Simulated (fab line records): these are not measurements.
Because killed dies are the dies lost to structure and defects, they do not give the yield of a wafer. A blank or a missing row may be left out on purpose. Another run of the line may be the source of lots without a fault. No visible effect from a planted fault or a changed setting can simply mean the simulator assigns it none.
Split-lot trial    flow n5Finfet    36 wafers read from 7 lots, route of 1938 steps

## ABOUT THE SPLIT
At N5_BEOL_M13_TRENCH_ETCH_34 (etches SiOC in C4F8/O2/Ar, target depth 413.47 nm, time 162.6 s), the setting targetDepthA was moved away from the recipe's 4134.7 angstrom on 12 of the 36 wafers read, by -31.3% to +44.3%. For the rest of the wafers, this setting stayed at what the recipe calls for.

## FROM THE SPLIT TO THE READING: what the file shows between them, 10 steps
- N5_BEOL_M13_STRIP_70: strips in C4F8/O2/Ar
- N5_BEOL_M13_OCD_MEAS_35
- N5_BEOL_M13_STRIP_37: strips in N2/H2
- N5_BEOL_M13_ETCH_38: etches SiCN in CF4/N2, target depth 67.5 nm, time 71.9 s
- N5_BEOL_M13_ECD_47: material Cu, target thk 936 nm
- N5_BEOL_M13_ANNEAL_48: time 90 s
- N5_BEOL_M13_CMP_49: polishes, stops on SiOC, t overpolish 17.1 s, target thk 420 nm
- N5_BEOL_M13_THK_MEAS_50: measures by xrf
- N5_BEOL_M13_PRE_CLEAN_52: time 15 s
- N5_BEOL_M13_DEP_53: deposits SiCN from 3MS/NH3, target thk 50 nm, time 17.8 s

## THE READING
M13_RS in ohm/sq, measured at N5_BEOL_M13_RS_MEAS_54 by four-point-probe. Typical for fault-free wafers on this fab line: 0.0450 ohm/sq, with standard deviation 0.00058 ohm/sq.

wafer   tool, chamber at the split  targetDepthA as run, angstrom  against the recipe  M13_RS, ohm/sq  against lot-mates on the recipe
L076.1  rieDiel-01, 2               5596                           +35.3%              0.0325          -0.0123
L076.2  rieDiel-01, 0               4134.7                         recipe              0.0445          -
L076.3  rieDiel-01, 1               4134.7                         recipe              0.0454          -
L076.4  rieDiel-01, 3               5596                           +35.3%              0.0331          -0.0117
L076.5  rieDiel-01, 3               5596                           +35.3%              0.0329          -0.0119
L076.6  rieDiel-01, 2               4134.7                         recipe              0.0446          -
L084.1  rieDiel-01, 1               4134.7                         recipe              0.0453          -
L084.4  rieDiel-01, 2               4134.7                         recipe              0.0442          -
L084.5  rieDiel-01, 1               4134.7                         recipe              0.0451          -
L086.1  rieDiel-01, 3               3196                           -22.7%              0.0581          +0.0133
L086.2  rieDiel-01, 2               4134.7                         recipe              0.0445          -
L086.3  rieDiel-01, 0               3196                           -22.7%              0.0583          +0.0135
L086.4  rieDiel-01, 1               4134.7                         recipe              0.0454          -
L086.5  rieDiel-01, 3               3196                           -22.7%              0.0582          +0.0134
L086.6  rieDiel-01, 2               4134.7                         recipe              0.0444          -
L085.1  rieDiel-01, 2               4134.7                         recipe              0.0445          -
L085.2  rieDiel-01, 1               5965                           +44.3%              0.0314          -0.0134
L085.3  rieDiel-01, 3               5965                           +44.3%              0.0314          -0.0134
L085.4  rieDiel-01, 0               4134.7                         recipe              0.0449          -
L085.5  rieDiel-01, 3               5965                           +44.3%              0.0310          -0.0138
L085.6  rieDiel-01, 0               4134.7                         recipe              0.0449          -
L087.1  rieDiel-03, 3               4134.7                         recipe              0.0441          -
L087.3  rieDiel-03, 1               4134.7                         recipe              0.0448          -
L087.4  rieDiel-03, 1               4134.7                         recipe              0.0451          -
L079.1  rieDiel-01, 0               4134.7                         recipe              0.0450          -
L079.2  rieDiel-01, 1               4134.7                         recipe              0.0457          -
L079.3  rieDiel-01, 2               4134.7                         recipe              0.0451          -
L079.4  rieDiel-01, 3               4134.7                         recipe              0.0447          -
L079.5  rieDiel-01, 3               4134.7                         recipe              0.0454          -
L079.6  rieDiel-01, 0               4134.7                         recipe              0.0450          -
L094.1  rieDiel-03, 2               2842                           -31.3%              0.0672          +0.0227
L094.2  rieDiel-03, 1               2842                           -31.3%              0.0669          +0.0224
L094.3  rieDiel-03, 3               4134.7                         recipe              0.0448          -
L094.4  rieDiel-03, 0               4134.7                         recipe              0.0443          -
L094.5  rieDiel-03, 3               2842                           -31.3%              0.0656          +0.0211
L094.6  rieDiel-03, 0               4134.7                         recipe              0.0444          -

THE FIT
A straight line over all 36 wafers: M13_RS changes by -0.000436 ohm/sq for each +1% of targetDepthA; r = -0.95; the points scatter about the line by 0.0028 ohm/sq.
The same after taking each lot's own level away (the mean of its wafers on the recipe; 36 wafers): -0.000439 ohm/sq for each +1%; r = -0.95; scatter 0.0029 ohm/sq.
On that fit, the largest move of targetDepthA shifts the reading by 0.019 ohm/sq.
The lots' own levels span 0.04450 to 0.04515 ohm/sq, that is 1.1 times the standard deviation above.
So the lot-to-lot level changes the slope little: the two slopes agree.
Check: with one of the wafers moved furthest among these (+44.3%) left out of the fit, the line predicts -0.0184 ohm/sq for it against its lot-mates. Against them it came out at -0.0134 ohm/sq.

## THE WHOLE CHAIN: every reading that the file lists as answering this split, in the file's order
step                        what it does                                                     reading                                                                       change (the file's fit)                r (the file's)
N5_BEOL_M13_TRENCH_ETCH_34  etches SiOC in C4F8/O2/Ar, target depth 413.47 nm, time 162.6 s  etch.depthNm (the simulator's own value, which no gauge read)                 +4.12 nm for each +1% of the setting   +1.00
N5_BEOL_M13_OCD_MEAS_35                                                                      trenchDepthNm                                                                 +4.12 nm for each +1% of the setting   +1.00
N5_BEOL_M13_CMP_49          polishes, stops on SiOC, t overpolish 17.1 s, target thk 420 nm  Cu_of_BEOL_M13_ECD_47.thkNm (the simulator's own value, which no gauge read)  +4.13 nm for each +1% of the setting   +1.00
N5_BEOL_M13_THK_MEAS_50     measures by xrf                                                  M13_THK                                                                       +4.22 for each +1% of the setting      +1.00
N5_BEOL_M13_RS_MEAS_54      measures by four-point-probe                                     M13_RS                                                                        -0.000429 for each +1% of the setting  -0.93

## FILE'S OWN FIT
M13_RS changes by -0.000429 ohm/sq for each +1% of targetDepthA, r = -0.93.
